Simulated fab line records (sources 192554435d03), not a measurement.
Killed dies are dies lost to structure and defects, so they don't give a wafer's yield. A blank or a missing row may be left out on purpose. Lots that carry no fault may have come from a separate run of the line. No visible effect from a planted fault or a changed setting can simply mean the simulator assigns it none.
Chamber matching | flow n5 finfet | N5_BEOL_M0_SAQP_PECVD_00 on pecvd-02 has 3 sister chambers
The step deposits SiCN from 3MS/NH3, target thk 8 nm, time 14 s. 6 wafers are shown with their chamber, then 6 later ones without.

WAFERS, EACH WITH ITS CHAMBER
wafer  | chamber | showerhead plenum p Torr (Torr) | throttle valve pct (%)
L879.3 | 0       | 3.693                           | 9.4
L891.2 | 1       | 3.654                           | 9.4
L891.5 | 0       | 3.683                           | 8.9
L892.1 | 2       | 3.661                           | 8.7
L892.4 | 2       | 3.651                           | 8.8
L892.6 | 1       | 3.663                           | 9.5

WAFERS MISSING THEIR CHAMBER
wafer  | showerhead plenum p Torr (Torr) | throttle valve pct (%)
L896.1 | 3.659                           | 9.6
L896.2 | 3.682                           | 9.4
L896.4 | 3.688                           | 9.0
L897.3 | 3.660                           | 8.8
L897.4 | 3.653                           | 9.7
L897.6 | 3.664                           | 8.7

WHICH CHAMBER EACH ONE RAN IN
wafer  | from the rows above     | in truth
L896.1 | 1                       | 1
L896.2 | can't be placed: 0 or 1 | 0
L896.4 | 0                       | 0
L897.3 | 2                       | 2
L897.4 | 1                       | 1
L897.6 | 2                       | 2
Correct placement for 5 of the 6. Cannot be placed on the basis of these rows: 1; the candidates contain the true chamber in 1. Number placed wrongly: 0.
How it was worked out, from the rows above alone: a wafer's distance from a chamber is the root of the sum, over the readings, of the square of ((its reading less the chamber's mean) divided by the reading's scatter). If the next closest chamber is less than 2 further off than the closest, the wafer can't be placed; otherwise it belongs to the closest. For every chamber, the mean is computed from those of its wafers that are shown. How the scatter is found: for the shown wafers, subtract from each reading the mean of its chamber, square and add these, divide the total by (wafers less chambers), then take the root.
